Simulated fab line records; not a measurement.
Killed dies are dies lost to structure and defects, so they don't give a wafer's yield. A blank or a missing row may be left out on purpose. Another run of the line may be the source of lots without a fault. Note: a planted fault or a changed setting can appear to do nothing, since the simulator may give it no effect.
Which tool is to blame? :: flow n5_finfet :: 72 wafers from 24 lots sampled at 5 of the route's 1938 steps

== WHAT THE GAUGES READ, wafer by wafer ==
N5_BEOL_M4_CD_MEAS_18: pitch 36 nm, target cd 18 nm. Usual: cd_nm 17.9 nm, standard deviation 0.4.
lot: L074
measured: day 8 14:15
on: cd_sem-02
cd_nm (nm): 17.9 17.7 17.8
flag: 

lot: L075
measured: day 8 17:32
on: cd_sem-03
cd_nm (nm): 17.0 18.0 17.5
flag: 

lot: L078
measured: day 8 20:44
on: cd_sem-03
cd_nm (nm): 17.3 17.4 17.3
flag: 

lot: L076
measured: day 8 20:51
on: cd_sem-01
cd_nm (nm): 19.1 18.1 18.6
flag: 

lot: L077
measured: day 8 21:42
on: cd_sem-03
cd_nm (nm): 17.4 17.6 18.1
flag: 

lot: L080
measured: day 8 21:44
on: cd_sem-02
cd_nm (nm): 18.2 17.8 18.4
flag: 

lot: L079
measured: day 9 00:00
on: cd_sem-01
cd_nm (nm): 18.3 17.9 18.3
flag: 

lot: L081
measured: day 9 03:16
on: cd_sem-01
cd_nm (nm): 18.1 18.1 18.2
flag: 

lot: L083
measured: day 9 20:50
on: cd_sem-02
cd_nm (nm): 18.0 18.3 17.1
flag: 

lot: L082
measured: day 9 20:58
on: cd_sem-03
cd_nm (nm): 18.2 17.5 17.5
flag: 

lot: L084
measured: day 10 10:09
on: cd_sem-02
cd_nm (nm): 17.7 17.5 18.1
flag: 

lot: L085
measured: day 10 20:28
on: cd_sem-01
cd_nm (nm): 17.9 17.6 17.7
flag: 

lot: L086
measured: day 11 02:37
on: cd_sem-02
cd_nm (nm): 18.1 17.9 17.6
flag: 

lot: L088
measured: day 11 07:53
on: cd_sem-02
cd_nm (nm): 17.6 18.5 17.8
flag: 

lot: L092
measured: day 11 20:12
on: cd_sem-02
cd_nm (nm): 18.0 18.2 17.8
flag: 

lot: L087
measured: day 11 20:35
on: cd_sem-02
cd_nm (nm): 18.2 18.4 17.9
flag: 

lot: L089
measured: day 11 20:44
on: cd_sem-01
cd_nm (nm): 18.2 17.6 17.7
flag: 

lot: L090
measured: day 12 01:31
on: cd_sem-01
cd_nm (nm): 18.1 18.2 18.0
flag: 

lot: L091
measured: day 12 03:25
on: cd_sem-02
cd_nm (nm): 18.1 17.9 18.5
flag: 

lot: L093
measured: day 12 09:31
on: cd_sem-03
cd_nm (nm): 17.6 18.2 17.7
flag: 

lot: L094
measured: day 12 09:58
on: cd_sem-02
cd_nm (nm): 18.2 18.1 18.2
flag: 

lot: L096
measured: day 13 05:01
on: cd_sem-02
cd_nm (nm): 17.5 18.5 19.0
flag: 

lot: L095
measured: day 13 16:14
on: cd_sem-03
cd_nm (nm): 18.3 18.1 18.3
flag: 

lot: L097
measured: day 13 23:30
on: cd_sem-03
cd_nm (nm): 18.4 18.0 17.4
flag: 

N5_BEOL_M4_THK_MEAS_53: measures by xrf. Usual: M4_THK 40.0 nm, standard deviation 1.8.
lot: L074
measured: day 8 20:24
on: film_metro-01
M4_THK (nm): 42.4 41.1 41.6
flag: 

lot: L075
measured: day 8 23:30
on: film_metro-02
M4_THK (nm): 41.4 40.8 39.8
flag: 

lot: L078
measured: day 9 02:27
on: film_metro-02
M4_THK (nm): 40.8 41.2 41.2
flag: 

lot: L076
measured: day 9 02:37
on: film_metro-01
M4_THK (nm): 36.6 38.7 39.0
flag: 

lot: L077
measured: day 9 07:38
on: film_metro-01
M4_THK (nm): 39.3 36.9 40.3
flag: 

lot: L080
measured: day 9 16:38
on: film_metro-01
M4_THK (nm): 39.0 38.0 40.2
flag: 

lot: L079
measured: day 9 23:07
on: film_metro-01
M4_THK (nm): 39.4 38.5 39.4
flag: 

lot: L081
measured: day 9 16:44
on: film_metro-02
M4_THK (nm): 43.3 40.4 45.0
flag: 

lot: L083
measured: day 10 01:53
on: film_metro-02
M4_THK (nm): 40.1 40.1 40.7
flag: 

lot: L082
measured: day 10 02:18
on: film_metro-01
M4_THK (nm): 37.2 37.4 42.9
flag: 

lot: L084
measured: day 10 22:11
on: film_metro-01
M4_THK (nm): 37.9 42.1 39.2
flag: 

lot: L085
measured: day 11 02:10
on: film_metro-02
M4_THK (nm): 38.4 41.4 42.3
flag: 

lot: L086
measured: day 11 09:28
on: film_metro-01
M4_THK (nm): 42.1 41.7 37.7
flag: 

lot: L088
measured: day 11 13:11
on: film_metro-01
M4_THK (nm): 40.8 37.2 41.8
flag: 

lot: L092
measured: day 12 03:32
on: film_metro-01
M4_THK (nm): 37.7 40.8 39.6
flag: 

lot: L087
measured: day 12 05:26
on: film_metro-02
M4_THK (nm): 40.3 37.5 40.1
flag: 

lot: L089
measured: day 12 05:22
on: film_metro-01
M4_THK (nm): 40.1 39.4 40.2
flag: 

lot: L090
measured: day 12 09:41
on: film_metro-01
M4_THK (nm): 35.9 35.8 36.0
flag: 

lot: L091
measured: day 12 11:20
on: film_metro-02
M4_THK (nm): 41.1 39.7 39.7
flag: 

lot: L093
measured: day 12 18:30
on: film_metro-02
M4_THK (nm): 42.0 42.7 42.9
flag: 

lot: L094
measured: day 12 19:55
on: film_metro-02
M4_THK (nm): 39.8 40.6 40.0
flag: 

lot: L096
measured: day 15 04:08
on: film_metro-02
M4_THK (nm): 42.0 38.7 40.9
flag: 

lot: L095
measured: day 14 01:59
on: film_metro-02
M4_THK (nm): 41.7 39.3 39.6
flag: 

lot: L097
measured: day 14 07:59
on: film_metro-01
M4_THK (nm): 38.9 38.0 37.9
flag: 

== WHICH TOOL RAN EACH LOT (tool, then ch and the chambers of the sampled wafers, then the start) ==
lot: L074
N5_BEOL_M4_SPUTTER_48: pvd_sputter-02, day 8 17:50
N5_BEOL_M4_ANNEAL_89: pvd_sputter-02, day 8 18:48
N5_BEOL_M4_CMP_52: cmp-02 ch 1,3, day 8 20:07

lot: L075
N5_BEOL_M4_SPUTTER_48: pvd_sputter-03, day 8 20:57
N5_BEOL_M4_ANNEAL_89: pvd_sputter-03, day 8 21:55
N5_BEOL_M4_CMP_52: cmp-01 ch 0,1,3, day 8 23:14

lot: L078
N5_BEOL_M4_SPUTTER_48: pvd_sputter-02, day 8 23:55
N5_BEOL_M4_ANNEAL_89: pvd_sputter-02, day 9 00:52
N5_BEOL_M4_CMP_52: cmp-02 ch 0,1,2, day 9 02:10

lot: L076
N5_BEOL_M4_SPUTTER_48: pvd_sputter-03, day 9 00:04
N5_BEOL_M4_ANNEAL_89: pvd_sputter-03, day 9 01:02
N5_BEOL_M4_CMP_52: cmp-04 ch 0,1, day 9 02:19

lot: L077
N5_BEOL_M4_SPUTTER_48: pvd_sputter-01, day 9 05:05
N5_BEOL_M4_ANNEAL_89: pvd_sputter-01, day 9 06:02
N5_BEOL_M4_CMP_52: cmp-04 ch 0,2,3, day 9 07:20

lot: L080
N5_BEOL_M4_SPUTTER_48: pvd_sputter-03, day 9 13:53
N5_BEOL_M4_ANNEAL_89: pvd_sputter-03, day 9 14:51
N5_BEOL_M4_CMP_52: cmp-04 ch 0,1, day 9 16:20

lot: L079
N5_BEOL_M4_SPUTTER_48: pvd_sputter-03, day 9 20:26
N5_BEOL_M4_ANNEAL_89: pvd_sputter-03, day 9 21:23
N5_BEOL_M4_CMP_52: cmp-02 ch 1,3, day 9 22:49

lot: L081
N5_BEOL_M4_SPUTTER_48: pvd_sputter-02, day 9 13:55
N5_BEOL_M4_ANNEAL_89: pvd_sputter-02, day 9 14:52
N5_BEOL_M4_CMP_52: cmp-02 ch 2,3, day 9 16:26

lot: L083
N5_BEOL_M4_SPUTTER_48: pvd_sputter-03, day 9 23:20
N5_BEOL_M4_ANNEAL_89: pvd_sputter-03, day 10 00:18
N5_BEOL_M4_CMP_52: cmp-01 ch 1,2,3, day 10 01:35

lot: L082
N5_BEOL_M4_SPUTTER_48: pvd_sputter-02, day 9 23:46
N5_BEOL_M4_ANNEAL_89: pvd_sputter-02, day 10 00:43
N5_BEOL_M4_CMP_52: cmp-02 ch 0,1, day 10 02:01

lot: L084
N5_BEOL_M4_SPUTTER_48: pvd_sputter-02, day 10 19:38
N5_BEOL_M4_ANNEAL_89: pvd_sputter-02, day 10 20:35
N5_BEOL_M4_CMP_52: cmp-01 ch 2,3, day 10 21:53

lot: L085
N5_BEOL_M4_SPUTTER_48: pvd_sputter-03, day 10 23:37
N5_BEOL_M4_ANNEAL_89: pvd_sputter-03, day 11 00:34
N5_BEOL_M4_CMP_52: cmp-04 ch 0,1, day 11 01:52

lot: L086
N5_BEOL_M4_SPUTTER_48: pvd_sputter-02, day 11 06:55
N5_BEOL_M4_ANNEAL_89: pvd_sputter-02, day 11 07:53
N5_BEOL_M4_CMP_52: cmp-02 ch 0,3, day 11 09:10

lot: L088
N5_BEOL_M4_SPUTTER_48: pvd_sputter-01, day 11 10:38
N5_BEOL_M4_ANNEAL_89: pvd_sputter-01, day 11 11:35
N5_BEOL_M4_CMP_52: cmp-01 ch 0,2,3, day 11 12:56

lot: L092
N5_BEOL_M4_SPUTTER_48: pvd_sputter-03, day 12 00:43
N5_BEOL_M4_ANNEAL_89: pvd_sputter-03, day 12 01:40
N5_BEOL_M4_CMP_52: cmp-01 ch 0,2,3, day 12 03:16

lot: L087
N5_BEOL_M4_SPUTTER_48: pvd_sputter-03, day 12 02:43
N5_BEOL_M4_ANNEAL_89: pvd_sputter-03, day 12 03:40
N5_BEOL_M4_CMP_52: cmp-04 ch 0,2,3, day 12 05:09

lot: L089
N5_BEOL_M4_SPUTTER_48: pvd_sputter-02, day 12 02:29
N5_BEOL_M4_ANNEAL_89: pvd_sputter-02, day 12 03:27
N5_BEOL_M4_CMP_52: cmp-01 ch 0,2,3, day 12 05:08

lot: L090
N5_BEOL_M4_SPUTTER_48: pvd_sputter-01, day 12 06:56
N5_BEOL_M4_ANNEAL_89: pvd_sputter-01, day 12 07:53
N5_BEOL_M4_CMP_52: cmp-04 ch 2,3, day 12 09:24

lot: L091
N5_BEOL_M4_SPUTTER_48: pvd_sputter-01, day 12 08:46
N5_BEOL_M4_ANNEAL_89: pvd_sputter-01, day 12 09:44
N5_BEOL_M4_CMP_52: cmp-04 ch 0,1,2, day 12 11:02

lot: L093
N5_BEOL_M4_SPUTTER_48: pvd_sputter-01, day 12 15:50
N5_BEOL_M4_ANNEAL_89: pvd_sputter-01, day 12 16:48
N5_BEOL_M4_CMP_52: cmp-01 ch 0,1,3, day 12 18:17

lot: L094
N5_BEOL_M4_SPUTTER_48: pvd_sputter-03, day 12 17:13
N5_BEOL_M4_ANNEAL_89: pvd_sputter-03, day 12 18:10
N5_BEOL_M4_CMP_52: cmp-02 ch 2,3, day 12 19:37

lot: L096
N5_BEOL_M4_SPUTTER_48: pvd_sputter-03, day 13 09:31
N5_BEOL_M4_ANNEAL_89: pvd_sputter-03, day 13 10:29
N5_BEOL_M4_CMP_52: cmp-02 ch 1,2, day 15 03:52

lot: L095
N5_BEOL_M4_SPUTTER_48: pvd_sputter-01, day 13 23:25
N5_BEOL_M4_ANNEAL_89: pvd_sputter-01, day 14 00:23
N5_BEOL_M4_CMP_52: cmp-02 ch 1,2,3, day 14 01:42

lot: L097
N5_BEOL_M4_SPUTTER_48: pvd_sputter-02, day 14 05:26
N5_BEOL_M4_ANNEAL_89: pvd_sputter-02, day 14 06:24
N5_BEOL_M4_CMP_52: cmp-01 ch 0,1,3, day 14 07:46
- N5_BEOL_M4_SPUTTER_48: material Cu, target thk 4.5 nm, time 8.29 s.
- N5_BEOL_M4_ANNEAL_89: time 240 s.
- N5_BEOL_M4_CMP_52: polishes, stops on SiOC, t overpolish 6.8 s, target thk 40 nm.

== AS READ BY THE TOOLS THEMSELVES (means over the sampled wafers that have a number; for cases with no such wafer, the mark the record gives instead) ==
N5_BEOL_M4_SPUTTER_48. Usual: throttle_valve_pct 30.4 %, standard deviation 0.96.
lot: L074
tool: pvd_sputter-02
throttle_valve_pct (%): 29.7
flag: 

lot: L075
tool: pvd_sputter-03
throttle_valve_pct (%): 31.6
flag: 

lot: L078
tool: pvd_sputter-02
throttle_valve_pct (%): 30.0
flag: 

lot: L076
tool: pvd_sputter-03
throttle_valve_pct (%): 31.1
flag: 

lot: L077
tool: pvd_sputter-01
throttle_valve_pct (%): 29.6
flag: 

lot: L080
tool: pvd_sputter-03
throttle_valve_pct (%): 31.3
flag: 

lot: L079
tool: pvd_sputter-03
throttle_valve_pct (%): 31.4
flag: 

lot: L081
tool: pvd_sputter-02
throttle_valve_pct (%): 30.0
flag: 

lot: L083
tool: pvd_sputter-03
throttle_valve_pct (%): 31.2
flag: 

lot: L082
tool: pvd_sputter-02
throttle_valve_pct (%): 30.3
flag: 

lot: L084
tool: pvd_sputter-02
throttle_valve_pct (%): 30.3
flag: 

lot: L085
tool: pvd_sputter-03
throttle_valve_pct (%): 31.8
flag: 

lot: L086
tool: pvd_sputter-02
throttle_valve_pct (%): 30.4
flag: 

lot: L088
tool: pvd_sputter-01
throttle_valve_pct (%): 30.1
flag: 

lot: L092
tool: pvd_sputter-03
throttle_valve_pct (%): 30.7
flag: 

lot: L087
tool: pvd_sputter-03
throttle_valve_pct (%): 31.3
flag: 

lot: L089
tool: pvd_sputter-02
throttle_valve_pct (%): 29.6
flag: 

lot: L090
tool: pvd_sputter-01
throttle_valve_pct (%): 30.5
flag: 

lot: L091
tool: pvd_sputter-01
throttle_valve_pct (%): 30.0
flag: 

lot: L093
tool: pvd_sputter-01
throttle_valve_pct (%): 30.2
flag: 

lot: L094
tool: pvd_sputter-03
throttle_valve_pct (%): 31.2
flag: 

lot: L096
tool: pvd_sputter-03
throttle_valve_pct (%): 31.4
flag: 

lot: L095
tool: pvd_sputter-01
throttle_valve_pct (%): 29.8
flag: 

lot: L097
tool: pvd_sputter-02
throttle_valve_pct (%): 30.1
flag: 

N5_BEOL_M4_ANNEAL_89. Usual: heater_power_w 843 W, standard deviation 100.
lot: L074
tool: pvd_sputter-02
heater_power_w (W): 844
flag: 

lot: L075
tool: pvd_sputter-03
heater_power_w (W): 812
flag: 

lot: L078
tool: pvd_sputter-02
heater_power_w (W): 895
flag: 

lot: L076
tool: pvd_sputter-03
heater_power_w (W): 777
flag: 

lot: L077
tool: pvd_sputter-01
heater_power_w (W): 830
flag: 

lot: L080
tool: pvd_sputter-03
heater_power_w (W): 779
flag: 

lot: L079
tool: pvd_sputter-03
heater_power_w (W): 780
flag: 

lot: L081
tool: pvd_sputter-02
heater_power_w (W): 834
flag: 

lot: L083
tool: pvd_sputter-03
heater_power_w (W): 801
flag: 

lot: L082
tool: pvd_sputter-02
heater_power_w (W): 864
flag: 

lot: L084
tool: pvd_sputter-02
heater_power_w (W): 930
flag: 

lot: L085
tool: pvd_sputter-03
heater_power_w (W): 791
flag: 

lot: L086
tool: pvd_sputter-02
heater_power_w (W): 966
flag: 

lot: L088
tool: pvd_sputter-01
heater_power_w (W): 961
flag: 

lot: L092
tool: pvd_sputter-03
heater_power_w (W): 822
flag: 

lot: L087
tool: pvd_sputter-03
heater_power_w (W): 819
flag: 

lot: L089
tool: pvd_sputter-02
heater_power_w (W): 853
flag: 

lot: L090
tool: pvd_sputter-01
heater_power_w (W): 964
flag: 

lot: L091
tool: pvd_sputter-01
heater_power_w (W): 955
flag: 

lot: L093
tool: pvd_sputter-01
heater_power_w (W): 880
flag: 

lot: L094
tool: pvd_sputter-03
heater_power_w (W): 812
flag: 

lot: L096
tool: pvd_sputter-03
heater_power_w (W): 836
flag: 

lot: L095
tool: pvd_sputter-01
heater_power_w (W): 923
flag: 

lot: L097
tool: pvd_sputter-02
heater_power_w (W): 863
flag: 

N5_BEOL_M4_CMP_52. Usual: barrier_field_endpoint_s 24.8 s, standard deviation 0.58; motor_current_A 6.1 A, standard deviation 0.45; overpolish_run_s 6.799 s, standard deviation 0.0091; slurry_flow_ml_min 150.1, standard deviation 0.44; time_to_endpoint_s 63 s, standard deviation 3.4.
lot: L074
tool: cmp-02
barrier_field_endpoint_s (s): 25.4
motor_current_A (A): 5.9
overpolish_run_s (s): 6.792
slurry_flow_ml_min: 150.1
time_to_endpoint_s (s): 65
flag: 

lot: L075
tool: cmp-01
barrier_field_endpoint_s (s): 24.6
motor_current_A (A): 6.0
overpolish_run_s (s): 6.792
slurry_flow_ml_min: 149.6
time_to_endpoint_s (s): 62
flag: 

lot: L078
tool: cmp-02
barrier_field_endpoint_s (s): 24.4
motor_current_A (A): 6.6
overpolish_run_s (s): 6.804
slurry_flow_ml_min: 149.6
time_to_endpoint_s (s): 61
flag: 

lot: L076
tool: cmp-04
barrier_field_endpoint_s (s): 25.3
motor_current_A (A): 5.9
overpolish_run_s (s): 6.794
slurry_flow_ml_min: 150.5
time_to_endpoint_s (s): 62
flag: 

lot: L077
tool: cmp-04
barrier_field_endpoint_s (s): 24.9
motor_current_A (A): 6.1
overpolish_run_s (s): 6.789
slurry_flow_ml_min: 150.1
time_to_endpoint_s (s): 62
flag: 

lot: L080
tool: cmp-04
barrier_field_endpoint_s (s): 25.3
motor_current_A (A): 5.9
overpolish_run_s (s): 6.803
slurry_flow_ml_min: 149.8
time_to_endpoint_s (s): 66
flag: 

lot: L079
tool: cmp-02
barrier_field_endpoint_s (s): 25.3
motor_current_A (A): 6.3
overpolish_run_s (s): 6.804
slurry_flow_ml_min: 150.5
time_to_endpoint_s (s): 62
flag: 

lot: L081
tool: cmp-02
barrier_field_endpoint_s (s): 25.3
motor_current_A (A): 6.3
overpolish_run_s (s): 6.796
slurry_flow_ml_min: 150.3
time_to_endpoint_s (s): 67
flag: 

lot: L083
tool: cmp-01
barrier_field_endpoint_s (s): 24.8
motor_current_A (A): 6.2
overpolish_run_s (s): 6.806
slurry_flow_ml_min: 149.8
time_to_endpoint_s (s): 64
flag: 

lot: L082
tool: cmp-02
barrier_field_endpoint_s (s): 24.1
motor_current_A (A): 6.4
overpolish_run_s (s): 6.805
slurry_flow_ml_min: 149.8
time_to_endpoint_s (s): 62
flag: 

lot: L084
tool: cmp-01
barrier_field_endpoint_s (s): 24.8
motor_current_A (A): 6.2
overpolish_run_s (s): 6.803
slurry_flow_ml_min: 150.3
time_to_endpoint_s (s): 63
flag: 

lot: L085
tool: cmp-04
barrier_field_endpoint_s (s): 24.2
motor_current_A (A): 5.8
overpolish_run_s (s): 6.793
slurry_flow_ml_min: 150.3
time_to_endpoint_s (s): 62
flag: 

lot: L086
tool: cmp-02
barrier_field_endpoint_s (s): 25.0
motor_current_A (A): 5.5
overpolish_run_s (s): 6.794
slurry_flow_ml_min: 149.8
time_to_endpoint_s (s): 62
flag: 

lot: L088
tool: cmp-01
barrier_field_endpoint_s (s): 25.2
motor_current_A (A): 6.1
overpolish_run_s (s): 6.797
slurry_flow_ml_min: 150.3
time_to_endpoint_s (s): 65
flag: 

lot: L092
tool: cmp-01
barrier_field_endpoint_s (s): 25.0
motor_current_A (A): 6.4
overpolish_run_s (s): 6.804
slurry_flow_ml_min: 150.3
time_to_endpoint_s (s): 63
flag: 

lot: L087
tool: cmp-04
barrier_field_endpoint_s (s): 24.3
motor_current_A (A): 6.2
overpolish_run_s (s): 6.800
slurry_flow_ml_min: 150.0
time_to_endpoint_s (s): 60
flag: 

lot: L089
tool: cmp-01
barrier_field_endpoint_s (s): 25.2
motor_current_A (A): 6.1
overpolish_run_s (s): 6.807
slurry_flow_ml_min: 149.5
time_to_endpoint_s (s): 63
flag: 

lot: L090
tool: cmp-04
barrier_field_endpoint_s (s): 24.9
motor_current_A (A): 6.4
overpolish_run_s (s): 6.800
slurry_flow_ml_min: 150.2
time_to_endpoint_s (s): 59
flag: 

lot: L091
tool: cmp-04
barrier_field_endpoint_s (s): 24.6
motor_current_A (A): 5.9
overpolish_run_s (s): 6.797
slurry_flow_ml_min: 149.8
time_to_endpoint_s (s): 59
flag: 

lot: L093
tool: cmp-01
barrier_field_endpoint_s (s): 25.2
motor_current_A (A): 6.1
overpolish_run_s (s): 6.796
slurry_flow_ml_min: 150.1
time_to_endpoint_s (s): 65
flag: 

lot: L094
tool: cmp-02
barrier_field_endpoint_s (s): 25.4
motor_current_A (A): 6.2
overpolish_run_s (s): 6.803
slurry_flow_ml_min: 150.0
time_to_endpoint_s (s): 66
flag: 

lot: L096
tool: cmp-02
barrier_field_endpoint_s (s): 25.2
motor_current_A (A): 6.8
overpolish_run_s (s): 6.792
slurry_flow_ml_min: 150.0
time_to_endpoint_s (s): 67
flag: 

lot: L095
tool: cmp-02
barrier_field_endpoint_s (s): 25.3
motor_current_A (A): 6.4
overpolish_run_s (s): 6.807
slurry_flow_ml_min: 150.2
time_to_endpoint_s (s): 63
flag: 

lot: L097
tool: cmp-01
barrier_field_endpoint_s (s): 24.1
motor_current_A (A): 6.0
overpolish_run_s (s): 6.791
slurry_flow_ml_min: 150.1
time_to_endpoint_s (s): 60
flag: 

== THE ANSWER, worked out from the rows above alone ==
Rule: a lot is off if the mean of its wafers that have a number lies more than 3 standard deviations from the usual mean. Also off: a lot with no number at a reading for which 4 or more lots have one. Where the step has rows for the other lots, those lots are counted as sound. The gauges are gone through in route order, then the tools' own readings, and for those a lot's mean is taken as printed above. The first step at which some lot is off is used, and at that step the reading that is off furthest; a lot without a number counts as furthest.
Nothing can be told from this: no lot is off at any reading shown.

== WHAT THE SIMULATOR HAD PUT IN ==
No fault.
